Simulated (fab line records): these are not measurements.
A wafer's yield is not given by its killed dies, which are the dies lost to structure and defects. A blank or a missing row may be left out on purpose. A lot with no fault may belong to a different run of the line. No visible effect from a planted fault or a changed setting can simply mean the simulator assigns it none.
fab line records | flow n5Finfet | part 1 of 2: steps 1 to 19 of 29
record lots=5 | wafers=15 | lastDay=17
route steps=1938 shown BEOL_M7@1289
lots untouched by any fault: they come from a run of this same line in which no faults occurred
startH: the number of hours between the record's first day and the start of the first shown wafer of the lot | waitH: hours since the lot's step before | " as in the row above | L1.1+2: a row that stands for several wafers | - no value present, or no start provided | * or withheld: withheld | < > ~ a bound
route shown NAME@n: a module of which the file shows steps, and the number in the route of the first | usual: average and standard deviation across the fault-free wafers | same: alike in all rows | chamber/n: place in a boat | sites: per-site readings | _std_site: standard deviation across them | _edge_site: outer sites' mean less inner sites' | radiusMm: for every site, how far away it sits from the centre of the wafer | mask NAME#n: copy n | behind: the tool/chamber that last shaped the wafer | hold: cause of the lot's hold/its duration in hours/its outcome | device: names the non-switching transistor (n, p or np) | end of line: tests run on the same wafers once the route is complete | a step given without rows: its recipe and nothing more | killed: at the first sort, the dies lost to defects and structure; wafer yield is something else | map: shows each die of a wafer: x if killed, . if not, _ if none is there
set.NAME: setting as actually run; set.NAME@STEP: the setting as run at that earlier step | model.NAME: the simulator's own value behind a step, which no gauge read
a table for each step, a row for each wafer; lots at some steps of the route
services: the hour from which a tool's chamber was out of use, counted from the record's first day as startH (under 0 if before that day), plus the number of hours and why
## steps
# step N5_BEOL_M7_COAT_71
# recipe resist=underlayer | tempC=205 | timeS=60 | spinRpm=1500 | resistThkNm=5
# usual dispensePressureKPa=55/4 | plateTempC=205.02/0.15
lot.wafer | tool          | chamber | startH | waitH | dispensePressureKPa | plateTempC
L075.2    | lithoTrack-05 | 0       | -      | -     | 56                  | 205.04
L075.3    | "             | 0       | "      | "     | 56                  | 204.95
L075.5    | "             | 0       | "      | "     | 56                  | 205.06
L079.1    | lithoTrack-05 | 0       | -      | -     | 56                  | 204.84
L079.3    | "             | 0       | "      | "     | 56                  | 204.97
L079.6    | "             | 0       | "      | "     | 56                  | 204.91
L086.1    | lithoTrack-05 | 0       | -      | -     | 56                  | 205.29
L086.2    | "             | 0       | "      | "     | 56                  | 204.72
L086.5    | "             | 0       | "      | "     | 56                  | 204.99
L089.2    | lithoTrack-02 | 0       | -      | -     | 57                  | 205.03
L089.4    | "             | 0       | "      | "     | 57                  | 204.95
L089.5    | "             | 0       | "      | "     | 57                  | 205.22
L093.1    | lithoTrack-05 | 0       | -      | -     | 56                  | 205.02
L093.3    | "             | 0       | "      | "     | 56                  | 204.70
L093.4    | "             | 0       | "      | "     | 56                  | 204.86
# step N5_BEOL_M7_COAT_22
# recipe resist=CAR-EUV | spinRpm=1500 | resistThkNm=30
# usual dispensePressureKPa=55/4
lot.wafer | tool          | chamber | startH | waitH | dispensePressureKPa
L075.2    | lithoTrack-05 | 0       | -      | -     | 56
L075.3    | "             | 0       | "      | "     | 56
L075.5    | "             | 0       | "      | "     | 56
L079.1    | lithoTrack-05 | 0       | -      | -     | 56
L079.3    | "             | 0       | "      | "     | 56
L079.6    | "             | 0       | "      | "     | 56
L086.1    | lithoTrack-05 | 0       | -      | -     | 56
L086.2    | "             | 0       | "      | "     | 56
L086.5    | "             | 0       | "      | "     | 56
L089.2    | lithoTrack-02 | 0       | -      | -     | 57
L089.4    | "             | 0       | "      | "     | 57
L089.5    | "             | 0       | "      | "     | 57
L093.1    | lithoTrack-05 | 0       | -      | -     | 56
L093.3    | "             | 0       | "      | "     | 56
L093.4    | "             | 0       | "      | "     | 56
# step N5_BEOL_M7_EBR_24
# recipe solvent=PGMEA | ebrWidthMm=1.5
lot.wafer  | tool          | chamber | startH | waitH
L075.2+3+5 | lithoTrack-05 | 0       | -      | -
L079.1+3+6 | lithoTrack-05 | 0       | -      | -
L086.1+2+5 | lithoTrack-05 | 0       | -      | -
L089.2+4+5 | lithoTrack-02 | 0       | -      | -
L093.1+3+4 | lithoTrack-05 | 0       | -      | -
# step N5_BEOL_M7_SOFTBAKE_23
# recipe tempC=110 | timeS=60 | resist=CAR-EUV
# usual plateTempC=110.01/0.13
lot.wafer | tool          | chamber | startH | waitH | plateTempC
L075.2    | lithoTrack-05 | 0       | -      | -     | 109.92
L075.3    | "             | 0       | "      | "     | 110.06
L075.5    | "             | 0       | "      | "     | 109.97
L079.1    | lithoTrack-05 | 0       | -      | -     | 109.98
L079.3    | "             | 0       | "      | "     | 110.21
L079.6    | "             | 0       | "      | "     | 109.91
L086.1    | lithoTrack-05 | 0       | -      | -     | 110.17
L086.2    | "             | 0       | "      | "     | 109.88
L086.5    | "             | 0       | "      | "     | 109.96
L089.2    | lithoTrack-02 | 0       | -      | -     | 110.12
L089.4    | "             | 0       | "      | "     | 110.05
L089.5    | "             | 0       | "      | "     | 110.06
L093.1    | lithoTrack-05 | 0       | -      | -     | 110.02
L093.3    | "             | 0       | "      | "     | 110.12
L093.4    | "             | 0       | "      | "     | 110.16
# step N5_BEOL_M7_EXPOSE_25
# recipe maskId=V6 | na=0.33 | sourceShape=annular | sigmaInner=0.4 | sigmaOuter=0.8 | polarization=unpolarized | targetCdNm=40 | doseMj=42.5
# usual exposureDoseMJCm2=42.34/0.044
# same sigmaInner=0.4
lot.wafer | tool          | chamber | startH | waitH | mask | exposureDoseMJCm2
L075.2    | euvScanner-01 | 0       | 199.75 | -     | V6#0 | 42.40
L075.3    | "             | 0       | "      | "     | V6#0 | 42.36
L075.5    | "             | 0       | "      | "     | V6#0 | 42.35
L079.1    | euvScanner-01 | 0       | 244.55 | -     | V6#0 | 42.28
L079.3    | "             | 0       | "      | "     | V6#0 | 42.30
L079.6    | "             | 0       | "      | "     | V6#0 | 42.29
L086.1    | euvScanner-02 | 0       | 273.91 | -     | V6#0 | 42.37
L086.2    | "             | 0       | "      | "     | V6#0 | 42.34
L086.5    | "             | 0       | "      | "     | V6#0 | 42.38
L089.2    | euvScanner-01 | 0       | 301.21 | -     | V6#0 | 42.34
L089.4    | "             | 0       | "      | "     | V6#0 | 42.31
L089.5    | "             | 0       | "      | "     | V6#0 | 42.33
L093.1    | euvScanner-02 | 0       | 317.99 | -     | V6#0 | 42.36
L093.3    | "             | 0       | "      | "     | V6#0 | 42.31
L093.4    | "             | 0       | "      | "     | V6#0 | 42.31
# step N5_BEOL_M7_PEB_26
# recipe pebTempC=100 | pebTimeS=60 | resist=CAR-EUV
# usual plateTempC=100.00/0.13
lot.wafer | tool          | chamber | startH | waitH | plateTempC
L075.2    | lithoTrack-05 | 0       | 199.80 | 0.1   | 100.05
L075.3    | "             | 0       | "      | "     | 99.88
L075.5    | "             | 0       | "      | "     | 99.94
L079.1    | lithoTrack-02 | 0       | 244.62 | 0.1   | 100.01
L079.3    | "             | 0       | "      | "     | 99.86
L079.6    | "             | 0       | "      | "     | 99.73
L086.1    | lithoTrack-05 | 0       | 273.98 | 0.1   | 100.27
L086.2    | "             | 0       | "      | "     | 100.34
L086.5    | "             | 0       | "      | "     | 100.33
L089.2    | lithoTrack-05 | 0       | 301.27 | 0.1   | 99.99
L089.4    | "             | 0       | "      | "     | 100.05
L089.5    | "             | 0       | "      | "     | 99.99
L093.1    | lithoTrack-05 | 0       | 318.05 | 0.1   | 99.93
L093.3    | "             | 0       | "      | "     | 100.02
L093.4    | "             | 0       | "      | "     | 99.88
# step N5_BEOL_M7_DEVELOP_27
# recipe developTimeS=30 | developer=TMAH | resist=CAR-EUV | rinseLiquid=surfactantRinse | dry=airSpin | devTempC=23
lot.wafer  | tool          | chamber | startH | waitH
L075.2+3+5 | lithoTrack-05 | 0       | -      | -
L079.1+3+6 | lithoTrack-02 | 0       | -      | -
L086.1+2+5 | lithoTrack-05 | 0       | -      | -
L089.2+4+5 | lithoTrack-05 | 0       | -      | -
L093.1+3+4 | lithoTrack-05 | 0       | -      | -
# step N5_BEOL_M7_CD_MEAS_28
# recipe targetCdNm=40 | landingEnergyEv=500 | detector=seInlens
# usual cdNm=40.12/0.25
# same landingEnergyEv=500
lot.wafer | tool     | chamber | startH | waitH | cdNm
L075.2    | cdSem-02 | 0       | 199.87 | -     | 40.10
L075.3    | "        | 0       | "      | "     | 40.57
L075.5    | "        | 0       | "      | "     | 40.34
L079.1    | cdSem-02 | 0       | 244.68 | -     | 39.69
L079.3    | "        | 0       | "      | "     | 40.14
L079.6    | "        | 0       | "      | "     | 40.03
L086.1    | cdSem-01 | 0       | 274.05 | -     | 40.21
L086.2    | "        | 0       | "      | "     | 40.02
L086.5    | "        | 0       | "      | "     | 40.39
L089.2    | cdSem-01 | 0       | 301.34 | -     | 39.99
L089.4    | "        | 0       | "      | "     | 39.93
L089.5    | "        | 0       | "      | "     | 39.70
L093.1    | cdSem-03 | 0       | 318.12 | -     | 40.56
L093.3    | "        | 0       | "      | "     | 39.75
L093.4    | "        | 0       | "      | "     | 40.54
# step N5_BEOL_M7_OVL_MEAS_29
# recipe pointsPerWafer=522
# usual V6_OVL=0.0/0.61
lot.wafer | tool       | chamber | startH | waitH | V6_OVL[nm]
L075.2    | overlay-02 | 0       | 199.91 | 0.0   | 0.2
L075.3    | "          | 0       | "      | "     | -0.1
L075.5    | "          | 0       | "      | "     | -0.9
L079.1    | overlay-02 | 0       | 244.72 | 0.0   | 0.0
L079.3    | "          | 0       | "      | "     | -0.8
L079.6    | "          | 0       | "      | "     | 0.1
L086.1    | overlay-01 | 0       | 274.08 | 0.0   | 0.5
L086.2    | "          | 0       | "      | "     | 0.6
L086.5    | "          | 0       | "      | "     | 0.3
L089.2    | overlay-01 | 0       | 301.38 | 0.0   | 0.3
L089.4    | "          | 0       | "      | "     | 1.0
L089.5    | "          | 0       | "      | "     | -0.4
L093.1    | overlay-01 | 0       | 318.15 | 0.0   | -0.6
L093.3    | "          | 0       | "      | "     | 0.4
L093.4    | "          | 0       | "      | "     | 0.2
# step N5_BEOL_M7_INSPECT_30
# recipe mode=adi | inspectInstrument=brightfield
# usual rawDefectCount=410/90
lot.wafer | tool             | chamber | startH | waitH | rawDefectCount
L075.2    | defectInspect-02 | -       | 199.96 | 0.0   | 382
L075.3    | "                | -       | "      | "     | 415
L075.5    | "                | -       | "      | "     | 478
L079.1    | defectInspect-02 | -       | 244.77 | 0.1   | 515
L079.3    | "                | -       | "      | "     | 434
L079.6    | "                | -       | "      | "     | 357
L086.1    | defectInspect-01 | -       | 274.14 | 0.1   | 326
L086.2    | "                | -       | "      | "     | 369
L086.5    | "                | -       | "      | "     | 406
L089.2    | defectInspect-01 | -       | 301.43 | 0.0   | 347
L089.4    | "                | -       | "      | "     | 256
L089.5    | "                | -       | "      | "     | 200
L093.1    | defectInspect-02 | -       | 318.21 | 0.1   | 332
L093.3    | "                | -       | "      | "     | 373
L093.4    | "                | -       | "      | "     | 432
# step N5_BEOL_M7_DESCUM_33
# recipe chemistry=O2 | timeS=7 | sourcePowerW=50 | biasPowerW=20 | pressureMtorr=20 | rfFrequencyHz=2.712e+07 | tempC=40 | resist=CAR-EUV | o2FlowSccm=225
# usual drypumpMotorCurrentA=5.8/0.54 | oesProductAu=0.80/0.1 | rfVppV=243.5/1.3 | showerheadPlenumPTorr=2.11/0.057 | throttleValvePct=20.45/0.27
lot.wafer | tool       | chamber | startH | waitH | drypumpMotorCurrentA | oesProductAu | rfHoursCounterH | rfVppV | showerheadPlenumPTorr | throttleValvePct
L075.2    | rieDiel-03 | 2       | 200.19 | 0.2   | 5.9                  | 0.98         | 9               | 243.7  | 2.12                  | 20.28
L075.3    | "          | 1       | "      | "     | 5.3                  | 0.74         | 185             | 242.2  | 2.09                  | 20.92
L075.5    | "          | 0       | "      | "     | 5.9                  | 0.95         | -               | 242.5  | 2.03                  | 20.28
L079.1    | rieDiel-03 | 0       | 245.48 | 0.7   | 5.9                  | 0.91         | 34              | 241.4  | 2.02                  | 20.29
L079.3    | "          | 1       | "      | "     | 5.4                  | 0.71         | 199             | 244.4  | 2.08                  | 20.95
L079.6    | "          | 1       | "      | "     | 5.4                  | 0.72         | -               | 242.5  | 2.08                  | 20.94
L086.1    | rieDiel-05 | 2       | 274.68 | 0.5   | 6.6                  | 0.74         | 184             | 241.6  | 2.11                  | 20.65
L086.2    | "          | 0       | "      | "     | 6.6                  | 0.75         | 180             | 240.1  | 2.02                  | 20.24
L086.5    | "          | 1       | "      | "     | 5.3                  | 0.95         | -               | 244.2  | 2.14                  | 20.33
L089.2    | rieDiel-03 | 3       | 301.50 | 0.1   | 4.8                  | 0.70         | 211             | 244.5  | 2.17                  | 20.54
L089.4    | "          | 0       | "      | "     | 5.9                  | 0.89         | -               | 242.3  | 2.02                  | 20.33
L089.5    | "          | 3       | "      | "     | 4.8                  | 0.70         | -               | 244.4  | 2.17                  | 20.56
L093.1    | rieDiel-05 | 0       | 318.24 | 0.0   | 6.6                  | 0.72         | 193             | 241.8  | 2.02                  | 20.26
L093.3    | "          | 1       | "      | "     | 5.3                  | 0.91         | 28              | 244.1  | 2.14                  | 20.36
L093.4    | "          | 3       | "      | "     | 5.9                  | 0.68         | 209             | 243.4  | 2.14                  | 20.68
# step N5_BEOL_M7_ETCH_72
# recipe chemistry=N2/H2 | target=underlayer | targetDepthA=65 | maskMaterial=CAR-EUV | timeS=5.2 | ionEnergyEv=200 | pressureMtorr=30 | sourceW=840 | biasW=150 | n2FlowSccm=200 | h2FlowSccm=200 | ends=cleared
# usual drypumpMotorCurrentA=5.8/0.54 | etchRfOnTimeS=5.20/0.18 | oesProductAu=0.68/0.083 | rfVppV=524.6/2.4 | showerheadPlenumPTorr=2.57/0.069 | throttleValvePct=17.89/0.21
lot.wafer | tool       | chamber | startH | waitH | drypumpMotorCurrentA | etchRfOnTimeS | oesProductAu | rfHoursCounterH | rfVppV | showerheadPlenumPTorr | throttleValvePct
L075.2    | rieDiel-03 | 2       | 200.22 | 0.0   | 6.0                  | 5.23          | 0.83         | 9               | 527.0  | 2.61                  | 17.89
L075.3    | "          | 1       | "      | "     | 5.4                  | 4.75          | 0.65         | 185             | 524.6  | 2.51                  | 18.08
L075.5    | "          | 0       | "      | "     | 5.9                  | 5.14          | 0.80         | -               | 521.9  | 2.50                  | 17.90
L079.1    | rieDiel-03 | 0       | 245.52 | 0.0   | 5.9                  | 5.08          | 0.78         | 34              | 523.0  | 2.50                  | 17.92
L079.3    | "          | 1       | "      | "     | 5.3                  | 4.89          | 0.63         | 199             | 522.1  | 2.50                  | 18.13
L079.6    | "          | 1       | "      | "     | 5.3                  | 4.88          | 0.63         | -               | 524.1  | 2.50                  | 18.12
L086.1    | rieDiel-05 | 2       | 274.71 | 0.0   | 6.6                  | 5.26          | 0.62         | 184             | 522.8  | 2.52                  | 17.88
L086.2    | "          | 0       | "      | "     | 6.6                  | 5.44          | 0.61         | 180             | 522.1  | 2.44                  | 17.69
L086.5    | "          | 1       | "      | "     | 5.3                  | 5.19          | 0.79         | -               | 526.3  | 2.59                  | 17.66
L089.2    | rieDiel-03 | 3       | 301.53 | 0.0   | 4.9                  | 5.25          | 0.60         | 211             | 528.3  | 2.63                  | 18.01
L089.4    | "          | 0       | "      | "     | 5.9                  | 5.19          | 0.74         | -               | 522.6  | 2.49                  | 17.95
L089.5    | "          | 3       | "      | "     | 4.8                  | 5.31          | 0.60         | -               | 527.3  | 2.63                  | 17.97
L093.1    | rieDiel-05 | 0       | 318.28 | 0.0   | 6.6                  | 5.50          | 0.60         | 193             | 521.0  | 2.43                  | 17.72
L093.3    | "          | 1       | "      | "     | 5.3                  | 5.19          | 0.76         | 28              | 524.8  | 2.59                  | 17.65
L093.4    | "          | 3       | "      | "     | 5.8                  | 5.44          | 0.56         | 209             | 523.5  | 2.63                  | 18.21
# step N5_BEOL_M7_ETCH_65
# recipe chemistry=CF4 | target=SiARC | targetDepthA=156 | maskMaterial=CAR-EUV | timeS=26 | ionEnergyEv=80 | pressureMtorr=40 | sourceW=545 | biasW=36 | Ar_flow_sccm=100 | cf4FlowSccm=100 | ends=cleared
# usual drypumpMotorCurrentA=5.8/0.54 | etchRfOnTimeS=26.0/0.9 | oesProductAu=0.68/0.083 | rfVppV=184.3/1 | showerheadPlenumPTorr=2.16/0.056 | throttleValvePct=15.64/0.24
lot.wafer | tool       | chamber | startH | waitH | drypumpMotorCurrentA | etchRfOnTimeS | oesProductAu | rfHoursCounterH | rfVppV | showerheadPlenumPTorr | throttleValvePct
L075.2    | rieDiel-03 | 2       | 200.24 | 0.0   | 6.0                  | 26.6          | 0.81         | 9               | 184.7  | 2.20                  | 15.54
L075.3    | "          | 1       | "      | "     | 5.4                  | 24.2          | 0.64         | 185             | 182.6  | 2.14                  | 16.01
L075.5    | "          | 0       | "      | "     | 5.9                  | 25.9          | 0.80         | -               | 184.1  | 2.10                  | 15.60
L079.1    | rieDiel-03 | 0       | 245.53 | 0.0   | 5.9                  | 25.0          | 0.79         | 34              | 184.9  | 2.09                  | 15.65
L079.3    | "          | 1       | "      | "     | 5.3                  | 24.3          | 0.63         | 199             | 182.7  | 2.13                  | 16.03
L079.6    | "          | 1       | "      | "     | 5.3                  | 24.3          | 0.63         | -               | 184.1  | 2.13                  | 16.03
L086.1    | rieDiel-05 | 2       | 274.73 | 0.0   | 6.6                  | 26.1          | 0.62         | 184             | 184.3  | 2.12                  | 15.58
L086.2    | "          | 0       | "      | "     | 6.6                  | 27.1          | 0.61         | 180             | 182.1  | 2.06                  | 15.42
L086.5    | "          | 1       | "      | "     | 5.3                  | 26.1          | 0.78         | -               | 184.5  | 2.18                  | 15.41
L089.2    | rieDiel-03 | 3       | 301.55 | 0.0   | 4.8                  | 26.5          | 0.61         | 211             | 186.0  | 2.21                  | 15.74
L089.4    | "          | 0       | "      | "     | 5.9                  | 25.2          | 0.76         | -               | 183.9  | 2.09                  | 15.67
L089.5    | "          | 3       | "      | "     | 4.8                  | 26.5          | 0.60         | -               | 185.1  | 2.21                  | 15.75
L093.1    | rieDiel-05 | 0       | 318.29 | 0.0   | 6.6                  | 27.0          | 0.62         | 193             | 183.2  | 2.06                  | 15.43
L093.3    | "          | 1       | "      | "     | 5.3                  | 25.9          | 0.78         | 28              | 185.1  | 2.18                  | 15.42
L093.4    | "          | 3       | "      | "     | 5.8                  | 26.8          | 0.58         | 209             | 185.5  | 2.20                  | 15.93
# step N5_BEOL_M7_ETCH_66
# recipe chemistry=N2/H2 | target=SOC | targetDepthA=800 | overetchA=160 | maskMaterial=SiARC | tempC=40 | timeS=120 | ionEnergyEv=200 | pressureMtorr=30 | sourceW=840 | biasW=150 | n2FlowSccm=200 | h2FlowSccm=200
# usual drypumpMotorCurrentA=5.8/0.54 | oesProductAu=0.61/0.074 | rfVppV=524.5/2 | showerheadPlenumPTorr=2.57/0.069 | throttleValvePct=17.84/0.21
lot.wafer | tool       | chamber | startH | waitH | drypumpMotorCurrentA | oesProductAu | rfHoursCounterH | rfVppV | showerheadPlenumPTorr | throttleValvePct
L075.2    | rieDiel-03 | 2       | 200.27 | 0.0   | 6.0                  | 0.74         | 9               | 524.0  | 2.61                  | 17.84
L075.3    | "          | 1       | "      | "     | 5.4                  | 0.56         | 185             | 522.9  | 2.51                  | 18.05
L075.5    | "          | 0       | "      | "     | 5.9                  | 0.71         | -               | 523.6  | 2.50                  | 17.86
L079.1    | rieDiel-03 | 0       | 245.56 | 0.0   | 5.9                  | 0.69         | 34              | 522.7  | 2.49                  | 17.88
L079.3    | "          | 1       | "      | "     | 5.3                  | 0.55         | 199             | 522.2  | 2.50                  | 18.04
L079.6    | "          | 1       | "      | "     | 5.4                  | 0.55         | -               | 522.5  | 2.50                  | 18.06
L086.1    | rieDiel-05 | 2       | 274.76 | 0.0   | 6.6                  | 0.56         | 184             | 522.9  | 2.52                  | 17.84
L086.2    | "          | 0       | "      | "     | 6.6                  | 0.57         | 180             | 520.3  | 2.44                  | 17.68
L086.5    | "          | 1       | "      | "     | 5.3                  | 0.71         | -               | 526.5  | 2.59                  | 17.61
L089.2    | rieDiel-03 | 3       | 301.58 | 0.0   | 4.8                  | 0.54         | 211             | 525.6  | 2.63                  | 17.95
L089.4    | "          | 0       | "      | "     | 5.9                  | 0.68         | -               | 521.7  | 2.49                  | 17.91
L089.5    | "          | 3       | "      | "     | 4.8                  | 0.54         | -               | 526.3  | 2.63                  | 17.96
L093.1    | rieDiel-05 | 0       | 318.32 | 0.0   | 6.6                  | 0.56         | 193             | 520.7  | 2.43                  | 17.71
L093.3    | "          | 1       | "      | "     | 5.3                  | 0.69         | 28              | 524.8  | 2.59                  | 17.63
L093.4    | "          | 3       | "      | "     | 5.8                  | 0.53         | 209             | 526.4  | 2.63                  | 18.19
# step N5_BEOL_M7_STRIP_69
# recipe chemistry=N2/H2 | tempC=40 | n2FlowSccm=200 | h2FlowSccm=200 | rfFrequencyHz=6e+07
lot.wafer  | tool       | chamber | startH | waitH
L075.2+3+5 | rieDiel-03 | 2,1,0   | 200.35 | 0.0
L079.1+3+6 | rieDiel-03 | 0,1,1   | 245.64 | 0.0
L086.1+2+5 | rieDiel-05 | 2,0,1   | 274.84 | 0.0
L089.2+4+5 | rieDiel-03 | 3,0,3   | 301.66 | 0.0
L093.1+3+4 | rieDiel-05 | 0,1,3   | 318.40 | 0.0
# step N5_BEOL_M7_STRIP_73
# recipe chemistry=N2/H2 | tempC=40 | n2FlowSccm=200 | h2FlowSccm=200 | rfFrequencyHz=6e+07
lot.wafer  | tool       | chamber | startH | waitH
L075.2+3+5 | rieDiel-03 | 2,1,0   | 200.36 | 0.0
L079.1+3+6 | rieDiel-03 | 0,1,1   | 245.65 | 0.0
L086.1+2+5 | rieDiel-05 | 2,0,1   | 274.85 | 0.0
L089.2+4+5 | rieDiel-03 | 3,0,3   | 301.67 | 0.0
L093.1+3+4 | rieDiel-05 | 0,1,3   | 318.41 | 0.0
# step N5_BEOL_M7_VIA_ETCH_34
# recipe chemistry=C4F6/O2 | target=SiCOH_lowk | targetDepthA=1255 | maskMaterial=SOC | taperDeg=4 | timeS=50.5 | ionEnergyEv=250 | pressureMtorr=30 | sourceW=345 | biasW=185 | Ar_flow_sccm=300 | C4F6_flow_sccm=10 | O2_flow_sccm=10
# usual O2_flow_sccm=10.00/0.032 | drypumpMotorCurrentA=5.8/0.54 | oesProductAu=0.80/0.1 | rfVppV=673/8 | showerheadPlenumPTorr=2.89/0.082 | throttleValvePct=21.02/0.24
lot.wafer | tool       | chamber | startH | waitH | O2_flow_sccm | drypumpMotorCurrentA | oesProductAu | rfHoursCounterH | rfVppV | showerheadPlenumPTorr | throttleValvePct
L075.2    | rieDiel-03 | 2       | 200.37 | 0.0   | 9.97         | 6.0                  | 0.98         | 9               | 668    | 2.95                  | 21.06
L075.3    | "          | 1       | "      | "     | 10.02        | 5.4                  | 0.74         | 185             | 670    | 2.84                  | 21.33
L075.5    | "          | 0       | "      | "     | 10.02        | 6.0                  | 0.94         | -               | 663    | 2.80                  | 21.00
L079.1    | rieDiel-03 | 0       | 245.66 | 0.0   | 10.01        | 5.9                  | 0.92         | 34              | 665    | 2.79                  | 21.03
L079.3    | "          | 1       | "      | "     | 9.95         | 5.3                  | 0.73         | 200             | 670    | 2.83                  | 21.33
L079.6    | "          | 1       | "      | "     | 9.96         | 5.4                  | 0.73         | -               | 670    | 2.83                  | 21.34
L086.1    | rieDiel-05 | 2       | 274.86 | 0.0   | 9.97         | 6.6                  | 0.73         | 184             | 667    | 2.82                  | 20.83
L086.2    | "          | 0       | "      | "     | 10.00        | 6.6                  | 0.74         | 180             | 680    | 2.77                  | 20.81
L086.5    | "          | 1       | "      | "     | 10.04        | 5.3                  | 0.94         | -               | 694    | 2.91                  | 20.85
L089.2    | rieDiel-03 | 3       | 301.68 | 0.0   | 9.95         | 4.8                  | 0.70         | 211             | 683    | 2.99                  | 21.26
L089.4    | "          | 0       | "      | "     | 10.01        | 5.9                  | 0.88         | -               | 664    | 2.79                  | 21.03
L089.5    | "          | 3       | "      | "     | 9.98         | 4.9                  | 0.70         | -               | 681    | 2.99                  | 21.25
L093.1    | rieDiel-05 | 0       | 318.42 | 0.0   | 9.96         | 6.6                  | 0.71         | 193             | 678    | 2.76                  | 20.84
L093.3    | "          | 1       | "      | "     | 9.99         | 5.3                  | 0.90         | 28              | 693    | 2.91                  | 20.83
L093.4    | "          | 3       | "      | "     | 10.00        | 5.8                  | 0.68         | 209             | 671    | 2.94                  | 21.28
# step N5_BEOL_M7_STRIP_76
# recipe chemistry=C4F6/O2 | resist=SiARC | rfFrequencyHz=6e+07
lot.wafer  | tool       | chamber | startH | waitH
L075.2+3+5 | rieDiel-03 | 2,1,0   | 200.41 | 0.0
L079.1+3+6 | rieDiel-03 | 0,1,1   | 245.71 | 0.0
L086.1+2+5 | rieDiel-05 | 2,0,1   | 274.90 | 0.0
L089.2+4+5 | rieDiel-03 | 3,0,3   | 301.72 | 0.0
L093.1+3+4 | rieDiel-05 | 0,1,3   | 318.46 | 0.0
# step N5_BEOL_M7_STRIP_36
# recipe chemistry=N2/H2 | powerW=450 | tempC=40 | pressureMtorr=20 | rfFrequencyHz=6e+07 | overashFraction=0.3 | biasPowerW=7 | h2Frac=0.5 | n2FlowSccm=200 | h2FlowSccm=200
# usual drypumpMotorCurrentA=5.8/0.54 | oesProductAu=0.80/0.1 | rfVppV=59.4/1.4 | showerheadPlenumPTorr=2.56/0.069 | throttleValvePct=23.68/0.23
lot.wafer | tool       | chamber | startH | waitH | drypumpMotorCurrentA | oesProductAu | rfHoursCounterH | rfVppV | showerheadPlenumPTorr | throttleValvePct
L075.2    | rieDiel-03 | 2       | 200.42 | 0.0   | 6.0                  | 0.97         | 9               | 58.9   | 2.61                  | 23.82
L075.3    | "          | 1       | "      | "     | 5.3                  | 0.73         | 185             | 58.3   | 2.50                  | 23.89
L075.5    | "          | 0       | "      | "     | 5.9                  | 0.95         | -               | 56.9   | 2.50                  | 23.58
L079.1    | rieDiel-03 | 0       | 245.72 | 0.0   | 6.0                  | 0.91         | 34              | 59.1   | 2.49                  | 23.58
L079.3    | "          | 1       | "      | "     | 5.3                  | 0.72         | 200             | 59.5   | 2.50                  | 23.91
L079.6    | "          | 1       | "      | "     | 5.3                  | 0.72         | -               | 61.1   | 2.50                  | 23.93
L086.1    | rieDiel-05 | 2       | 274.91 | 0.0   | 6.7                  | 0.74         | 184             | 59.5   | 2.51                  | 23.72
L086.2    | "          | 0       | "      | "     | 6.6                  | 0.75         | 180             | 58.7   | 2.43                  | 23.46
L086.5    | "          | 1       | "      | "     | 5.4                  | 0.95         | -               | 58.7   | 2.59                  | 23.46
L089.2    | rieDiel-03 | 3       | 301.73 | 0.0   | 4.8                  | 0.71         | 211             | 62.7   | 2.62                  | 23.82
L089.4    | "          | 0       | "      | "     | 6.0                  | 0.88         | -               | 57.3   | 2.48                  | 23.59
L089.5    | "          | 3       | "      | "     | 4.8                  | 0.70         | -               | 58.3   | 2.62                  | 23.80
L093.1    | rieDiel-05 | 0       | 318.47 | 0.0   | 6.6                  | 0.71         | 193             | 59.0   | 2.43                  | 23.46
L093.3    | "          | 1       | "      | "     | 5.3                  | 0.91         | 28              | 59.0   | 2.58                  | 23.48
L093.4    | "          | 3       | "      | "     | 5.8                  | 0.67         | 209             | 57.3   | 2.62                  | 23.99
